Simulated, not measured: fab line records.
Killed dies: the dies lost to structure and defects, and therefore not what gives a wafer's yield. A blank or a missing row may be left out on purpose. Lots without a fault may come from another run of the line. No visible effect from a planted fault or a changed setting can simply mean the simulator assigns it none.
Which tool was responsible? -- flow n5_finfet -- 9 lots, 27 wafers sampled, at 6 steps of a route of 1938

## WHAT EACH GAUGE READ, for each wafer
N5_BEOL_M4_RC_MEAS_101. Usual: DIBL_N 36.5 mV/V, standard deviation 1.9; DIBL_P 36.7 mV/V, standard deviation 2.1; IOFF_N 0.17 nA/um, standard deviation 0.035; IOFF_P 0.22 nA/um, standard deviation 0.042; ION_N 676 uA/um, standard deviation 10; ION_P 462 uA/um, standard deviation 8.1; SS_N 71.5 mV/dec, standard deviation 0.72; SS_P 73.4 mV/dec, standard deviation 0.7; VT_N 249 mV, standard deviation 3.1; VT_P -250 mV, standard deviation 3.9.
lot,measured,on,DIBL_N (mV/V),DIBL_P (mV/V),IOFF_N (nA/um),IOFF_P (nA/um),ION_N (uA/um),ION_P (uA/um),SS_N (mV/dec),SS_P (mV/dec),VT_N (mV),VT_P (mV),flag
L796,day 7 19:36,prober-01,34.5 34.9 33.1,32.9 34.7 31.6,0.12 0.14 0.10,0.18 0.21 0.16,675 687 660,460 476 457,70.9 71.1 70.9,72.8 73.2 72.6,253 248 257,-251 -250 -252,
L797,day 8 12:59,prober-02,38.3 38.4 36.6,40.1 40.2 36.9,0.21 0.22 0.18,0.31 0.31 0.25,678 695 681,466 481 471,72.6 71.9 72.8,74.4 74.1 73.3,250 245 249,-246 -244 -246,
L798,day 8 13:00,prober-01,35.3 35.1 35.1,36.5 36.3 36.6,0.14 0.14 0.15,0.18 0.17 0.18,674 673 679,456 456 458,71.3 72.2 71.7,74.1 72.9 73.7,251 249 249,-257 -256 -257,
L801,day 10 03:57,prober-02,37.9 39.7 38.8,37.8 40.0 38.7,0.16 0.20 0.17,0.27 0.30 0.26,674 681 670,467 472 460,72.4 72.3 71.8,73.1 74.3 73.7,247 249 249,-245 -244 -246,
L810,day 11 17:02,prober-02,37.9 36.5 36.5,37.9 35.3 36.1,0.18 0.16 0.15,0.20 0.17 0.18,678 671 669,456 451 456,70.9 71.8 71.2,73.9 73.2 73.0,248 251 251,-254 -254 -254,
L812,day 12 05:14,prober-01,36.0 37.1 35.8,34.8 35.7 34.6,0.15 0.16 0.14,0.18 0.19 0.18,666 668 657,454 456 446,72.0 72.6 71.6,72.8 72.5 72.5,254 249 253,-252 -254 -252,
L815,day 13 10:12,prober-01,34.7 34.3 37.2,37.2 35.7 39.5,0.13 0.13 0.18,0.22 0.21 0.26,663 666 687,463 461 471,71.5 70.9 72.2,73.4 73.4 73.7,254 254 249,-249 -249 -247,
L817,day 14 04:26,prober-02,35.2 36.2 34.5,34.6 36.1 34.0,0.12 0.15 0.12,0.16 0.17 0.15,662 679 659,454 458 451,71.2 71.1 71.2,72.1 73.1 72.1,253 247 253,-255 -254 -256,
L816,day 14 08:50,prober-01,34.6 37.0 34.2,35.7 39.9 35.9,0.15 0.18 0.14,0.19 0.25 0.18,670 675 670,457 459 455,71.2 71.9 71.0,73.1 74.6 73.3,249 247 249,-254 -252 -256,

N5_BEOL_M6_THK_MEAS_01. Usual: M6_ILD_THK 155.3 nm, standard deviation 1.9.
lot,measured,on,M6_ILD_THK (nm),flag
L796,day 8 07:50,film_metro-01,154.2 155.3 158.3,
L797,day 9 15:17,film_metro-02,154.4 157.1 156.1,
L798,day 9 06:42,film_metro-01,153.9 158.3 157.1,
L801,day 10 20:33,film_metro-02,151.9 152.2 152.9,
L810,day 12 07:37,film_metro-01,283.4 282.6 288.4,OFF
L812,day 12 21:23,film_metro-02,286.3 286.5 287.7,OFF
L815,day 13 22:14,film_metro-02,153.8 158.9 158.8,
L817,day 14 19:31,film_metro-01,156.5 157.0 156.5,
L816,day 14 23:32,film_metro-01,153.8 153.9 154.6,

## TOOL THAT RAN EACH LOT (tool first, then ch and the chambers of the sampled wafers, then the start)
lot,N5_BEOL_M5_ETCH_41,N5_BEOL_M5_STRIP_91,N5_BEOL_M5_DEP_56,N5_BEOL_M6_ILD_DEP_00
L796,"rie_diel-04 ch 2,3, day 8 07:07 or earlier","rie_diel-04 ch 2,3, day 8 07:07 or earlier","pecvd-03 ch 0,1,2, day 8 07:07","pecvd-02 ch 0,1, day 8 07:15"
L797,"rie_diel-03 ch 1,2,3, day 9 14:05 or earlier","rie_diel-03 ch 1,2,3, day 9 14:05 or earlier","pecvd-03 ch 0,2, day 9 14:05","pecvd-02 ch 0,1, day 9 14:13"
L798,"rie_diel-03 ch 0,1,2, day 9 05:59 or earlier","rie_diel-03 ch 0,1,2, day 9 05:59 or earlier","pecvd-01 ch 1,2, day 9 05:59","pecvd-03 ch 0,1,2, day 9 06:07"
L801,"rie_diel-03 ch 0,3, day 10 19:19 or earlier","rie_diel-03 ch 0,3, day 10 19:19 or earlier","pecvd-03 ch 0,1, day 10 19:19","pecvd-02 ch 0,1, day 10 19:26"
L810,"rie_diel-04 ch 0,1,3, day 12 06:55 or earlier","rie_diel-04 ch 0,1,3, day 12 06:55 or earlier","pecvd-01 ch 0,1,2, day 12 06:55","pecvd-02 ch 0,1, day 12 07:03"
L812,"rie_diel-05 ch 1,2,3, day 12 20:12 or earlier","rie_diel-05 ch 1,2,3, day 12 20:12 or earlier","pecvd-04 ch 0,1,2, day 12 20:12","pecvd-02 ch 0,1,2, day 12 20:20"
L815,"rie_diel-04 ch 1,2,3, day 13 21:26 or earlier","rie_diel-04 ch 1,2,3, day 13 21:26 or earlier","pecvd-01 ch 0,1, day 13 21:26","pecvd-04 ch 0,1, day 13 21:38"
L817,"rie_diel-03 ch 0,1,2, day 14 18:47 or earlier","rie_diel-03 ch 0,1,2, day 14 18:47 or earlier","pecvd-03 ch 0,1, day 14 18:47","pecvd-04 ch 0,1, day 14 18:56"
L816,"rie_diel-03 ch 1,2, day 14 22:50 or earlier","rie_diel-03 ch 1,2, day 14 22:50 or earlier","pecvd-04 ch 0,1, day 14 22:50","pecvd-03 ch 0,1,2, day 14 22:58"
- N5_BEOL_M5_ETCH_41: etches SiCN in CH3F/O2, target depth 31.5 nm, time 56.7 s.
- N5_BEOL_M5_STRIP_91: strips in N2/H2, time 10 s.
- N5_BEOL_M5_DEP_56: deposits SiCN from 3MS/NH3, target thk 8 nm, time 14 s.
- N5_BEOL_M6_ILD_DEP_00: deposits SiCOH lowk from DEMS/porogen, target thk 179.75 nm, time 33.4 s.

## AS READ BY THE TOOLS THEMSELVES (means over the sampled wafers that have a number; for cases with no such wafer, the mark the record gives instead)
N5_BEOL_M5_ETCH_41. Usual: drypump_motor_current_A 5.6 A, standard deviation 0.53; oes_product_au 0.78 a.u., standard deviation 0.085; rf_fwd_power_W 390.9 W, standard deviation 1.8; rf_vpp_V 297.5 V, standard deviation 1.8; showerhead_plenum_p_Torr 2.01 Torr, standard deviation 0.072; throttle_valve_pct 16.41 %, standard deviation 0.23.
lot,tool,drypump_motor_current_A (A),oes_product_au (a.u.),rf_fwd_power_W (W),rf_vpp_V (V),showerhead_plenum_p_Torr (Torr),throttle_valve_pct (%),flag
L796,rie_diel-04,5.0,0.74,391.3,297.7,2.01,16.43,
L797,rie_diel-03,6.1,0.79,390.3,298.1,2.01,16.47,
L798,rie_diel-03,5.7,0.73,391.3,296.3,1.98,16.52,
L801,rie_diel-03,5.4,0.81,388.8,295.4,1.93,16.58,
L810,rie_diel-04,5.0,0.73,392.5,298.3,2.04,16.46,
L812,rie_diel-05,5.6,0.85,391.5,297.9,2.06,16.29,
L815,rie_diel-04,5.0,0.70,390.4,296.9,2.01,16.58,
L817,rie_diel-03,5.7,0.77,390.0,297.3,1.97,16.42,
L816,rie_diel-03,6.1,0.76,392.2,297.2,2.00,16.38,

N5_BEOL_M5_STRIP_91. Usual: drypump_motor_current_A 5.6 A, standard deviation 0.53; oes_product_au 0.78 a.u., standard deviation 0.085; rf_vpp_V 59.2 V, standard deviation 0.89; showerhead_plenum_p_Torr 2.54 Torr, standard deviation 0.094; throttle_valve_pct 23.65 %, standard deviation 0.26.
lot,tool,drypump_motor_current_A (A),oes_product_au (a.u.),rf_vpp_V (V),showerhead_plenum_p_Torr (Torr),throttle_valve_pct (%),flag
L796,rie_diel-04,5.0,0.74,59.1,2.55,23.65,
L797,rie_diel-03,6.2,0.79,59.3,2.54,23.69,
L798,rie_diel-03,5.7,0.73,59.7,2.52,23.79,
L801,rie_diel-03,5.4,0.81,59.5,2.44,23.80,
L810,rie_diel-04,5.0,0.73,59.6,2.60,23.80,
L812,rie_diel-05,5.6,0.85,59.5,2.60,23.54,
L815,rie_diel-04,5.0,0.71,59.9,2.54,23.83,
L817,rie_diel-03,5.7,0.77,59.2,2.51,23.64,
L816,rie_diel-03,6.1,0.75,59.9,2.53,23.61,

N5_BEOL_M5_DEP_56. Usual: rf_fwd_power_W 199.6 W, standard deviation 0.9; showerhead_plenum_p_Torr 3.665 Torr, standard deviation 0.012; throttle_valve_pct 9.0 %, standard deviation 0.5.
lot,tool,rf_fwd_power_W (W),showerhead_plenum_p_Torr (Torr),throttle_valve_pct (%),flag
L796,pecvd-03,199.2,3.666,8.8,
L797,pecvd-03,200.0,3.658,9.1,
L798,pecvd-01,198.6,3.671,9.8,
L801,pecvd-03,199.7,3.669,9.1,
L810,pecvd-01,199.2,3.669,9.2,
L812,pecvd-04,199.9,3.657,9.0,
L815,pecvd-01,200.1,3.676,9.4,
L817,pecvd-03,199.9,3.673,9.0,
L816,pecvd-04,198.3,3.654,9.2,

N5_BEOL_M6_ILD_DEP_00. Usual: heater_power_w 283 W, standard deviation 43; rf_fwd_power_W 495.4 W, standard deviation 1.9; showerhead_plenum_p_Torr 5.733 Torr, standard deviation 0.014; throttle_valve_pct 13.4 %, standard deviation 0.58.
lot,tool,heater_power_w (W),rf_fwd_power_W (W),showerhead_plenum_p_Torr (Torr),throttle_valve_pct (%),flag
L796,pecvd-02,305,495.1,5.730,13.3,
L797,pecvd-02,308,493.9,5.723,13.2,
L798,pecvd-03,277,495.6,5.743,13.5,
L801,pecvd-02,320,495.4,5.730,13.5,
L810,pecvd-02,311,496.0,5.726,13.5,
L812,pecvd-02,305,494.6,5.727,13.2,
L815,pecvd-04,259,496.5,5.720,13.7,
L817,pecvd-04,311,494.5,5.720,14.2,
L816,pecvd-03,285,494.7,5.743,13.5,

## THE ANSWER, worked out from the rows above alone
Rule: a lot is off if the mean of its wafers that have a number lies more than 3 standard deviations from the usual mean. Also off: a lot with no number at a reading for which 4 or more lots have one. The other lots that the step has rows for count as sound. First the gauges in route order, then the tools' own readings, where a lot's mean is used as printed above. At the first step where some lot is off, the reading lying furthest off is the one used; lots without a number count as furthest.
Off: L810, L812, at N5_BEOL_M6_THK_MEAS_01 (M6_ILD_THK).
If a tool, at a process step before that reading, ran all the lots that are off and no sound lot after the first of them, it fits. Those tools and the gauges at N5_BEOL_M6_THK_MEAS_01 are tried in the same way. N5_BEOL_M5_ETCH_41 gives no start for some lots, so the hours and the order of its lots are those of N5_BEOL_M5_DEP_56. N5_BEOL_M5_STRIP_91 gives no start for some lots, so the hours and the order of its lots are those of N5_BEOL_M5_DEP_56. One fits: N5_BEOL_M6_ILD_DEP_00 on pecvd-02. A fault onset in the window from L801 (day 10 19:26, its last sound lot) to L810 (day 12 07:03, its first lot off) fits.

## WHAT THE SIMULATOR HAD PUT IN
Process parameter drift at N5_BEOL_M6_ILD_DEP_00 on pecvd-02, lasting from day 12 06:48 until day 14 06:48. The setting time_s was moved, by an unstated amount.
Lots struck among those shown: L810, L812. This agrees with what the rule above found.
